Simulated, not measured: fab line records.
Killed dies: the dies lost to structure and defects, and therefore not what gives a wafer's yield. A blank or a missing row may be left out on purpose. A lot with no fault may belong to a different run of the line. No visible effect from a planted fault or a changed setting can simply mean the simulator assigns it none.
Split-lot study -- flow n5-finfet -- 21 wafers read from 7 lots, route of 1938 steps

## SPLIT DETAILS
At N5_BEOL_M6_EXPOSE_08 (exposes mask M6), the setting dose-mj was moved away from the recipe's 68.25 on 3 of the 21 wafers read, by -2.7% to +7.3%. All remaining wafers had this setting at the recipe value.

## FROM THE SPLIT TO THE READING: what the file shows between them, 20 steps
- N5_BEOL_M6_PEB_09: peb time 60 s
- N5_BEOL_M6_DEVELOP_10: develop time 30 s
- N5_BEOL_M6_CD_MEAS_11: target cd 38.5 nm
- N5_BEOL_M6_DESCUM_16: chemistry O2, time 7.9 s
- N5_BEOL_M6_ETCH_61: etches SiARC in CF4, target depth 45.5 nm, time 75.8 s
- N5_BEOL_M6_ETCH_62: etches SOC in N2/H2, target depth 110 nm, overetch 22 nm, time 165 s
- N5_BEOL_M6_STRIP_68: strips in N2/H2
- N5_BEOL_M6_STRIP_67: strips in CF4
- N5_BEOL_M6_HM_OPEN_17: chemistry Cl2/BCl3, target TiN, target depth 20 nm, overetch 6 nm
- N5_BEOL_M6_STRIP_19: strips in O2
- N5_BEOL_M6_CD_MEAS_18: pitch 80 nm, target cd 40 nm
- N5_BEOL_M6_ETCH_66: etches SOC in N2/H2, target depth 80 nm, overetch 16 nm, time 120 s (also split here: bias-w)
- N5_BEOL_M6_TRENCH_ETCH_37: etches SiCOH lowk in C4F6/O2, target depth 94.435 nm, time 31.5 s (also split here: time-s)
- N5_BEOL_M6_ETCH_41: etches SiCN in CH3F/O2, target depth 29.7 nm, time 52 s
- N5_BEOL_M6_STRIP_80: strips in N2/H2, time 10 s
- N5_BEOL_M6_OCD_MEAS_38
- N5_BEOL_M6_HM_STRIP_39: strips TiN in peroxide tin strip, target depth 25 nm, time 158 s
- N5_BEOL_M6_SRD_40: time 30 s
- N5_BEOL_M6_PRECLEAN_42: cleans in residue remover, time 60 s
- N5_BEOL_M6_SRD_43: time 30 s

## THE READING
cd-nm, in nm, at N5_BEOL_M6_CD_MEAS_35 (target cd 40 nm, target cd y 28 nm). Fault-free wafers of this fab line usually give 40.0 nm, standard deviation 0.61 nm.

wafer,"tool, chamber at the split",dose-mj as run,against the recipe,"cd-nm, nm",against lot-mates on the recipe
L078.1,"arfi-scanner-01, 0",68.25,recipe,41.5,-
L078.2,"arfi-scanner-01, 0",68.25,recipe,40.9,-
L078.6,"arfi-scanner-01, 0",68.25,recipe,41.4,-
L079.1,"arfi-scanner-03, 0",68.25,recipe,39.3,-
L079.3,"arfi-scanner-03, 0",68.25,recipe,40.9,-
L079.5,"arfi-scanner-03, 0",68.25,recipe,40.0,-
L080.2,"arfi-scanner-02, 0",68.25,recipe,39.9,-
L080.3,"arfi-scanner-02, 0",73.25,+7.3%,43.6,+3.7
L080.4,"arfi-scanner-02, 0",73.25,+7.3%,43.3,+3.4
L082.2,"arfi-scanner-02, 0",68.25,recipe,39.6,-
L082.5,"arfi-scanner-02, 0",66.39,-2.7%,38.7,-1.3
L082.6,"arfi-scanner-02, 0",68.25,recipe,40.5,-
L084.4,"arfi-scanner-03, 0",68.25,recipe,40.1,-
L084.5,"arfi-scanner-03, 0",68.25,recipe,40.7,-
L084.6,"arfi-scanner-03, 0",68.25,recipe,40.5,-
L093.1,"arfi-scanner-02, 0",68.25,recipe,39.9,-
L093.3,"arfi-scanner-02, 0",68.25,recipe,39.5,-
L093.4,"arfi-scanner-02, 0",68.25,recipe,40.2,-
L097.1,"arfi-scanner-03, 0",68.25,recipe,39.8,-
L097.3,"arfi-scanner-03, 0",68.25,recipe,39.8,-
L097.6,"arfi-scanner-03, 0",68.25,recipe,40.0,-

FIT RESULTS
A straight line over all 21 wafers: cd-nm changes by +0.448 nm for each +1% of dose-mj; r = +0.87; the points scatter about the line by 0.6 nm.
The same after taking each lot's own level away (the mean of its wafers on the recipe; 21 wafers): +0.485 nm for each +1%; r = +0.96; scatter 0.36 nm.
That fit puts the effect of the largest move of dose-mj on the reading at 3.6 nm.
The span of the lots' own levels, 39.87 to 41.27 nm, comes to 2.3 times the standard deviation stated above.
Hence the lot-to-lot level has little effect on the slope; both slopes agree.
Check: +3.43 nm against its lot-mates is what the line predicts for one of the wafers moved furthest among these (+7.3%) when that wafer is left out of the fit. Against them it came out at +3.7 nm.

## THE OTHER SPLITS THESE WAFERS WENT THROUGH
Note: prior to the reading, these wafers also went through further splits. Each is held against what the fit with the lots' levels taken away leaves over:
other split on the same wafers,wafers away from the commonest value,r with cd-nm (lot level and that fit taken away)
N5_BEOL_M6_ETCH_66 bias-w,9,+0.06
N5_BEOL_M6_TRENCH_ETCH_37 time-s,4,+0.07

## THE WHOLE CHAIN: every reading that the file lists as answering this split, in the file's order
step,what it does,reading,change (the file's fit),r (the file's)
N5_BEOL_M6_CD_MEAS_11,target cd 38.5 nm,cd-nm,+0.549 nm for each +1% of the setting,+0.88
N5_BEOL_M6_ETCH_61,"etches SiARC in CF4, target depth 45.5 nm, time 75.8 s","BEOL_M6.cd-offset-nm (the simulator's own value, which no gauge read)",+0.511 nm for each +1% of the setting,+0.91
N5_BEOL_M6_ETCH_62,"etches SOC in N2/H2, target depth 110 nm, overetch 22 nm, time 165 s","BEOL_M6.cd-offset-nm (the simulator's own value, which no gauge read)",+0.518 nm for each +1% of the setting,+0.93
N5_BEOL_M6_CD_MEAS_18,"pitch 80 nm, target cd 40 nm",cd-nm,+0.482 nm for each +1% of the setting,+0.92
N5_BEOL_M6_CD_MEAS_35,"target cd 40 nm, target cd y 28 nm",cd-nm,+0.488 nm for each +1% of the setting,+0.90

## THE FILE'S OWN FIT
cd-nm changes by +0.488 nm for each +1% of dose-mj, r = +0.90.
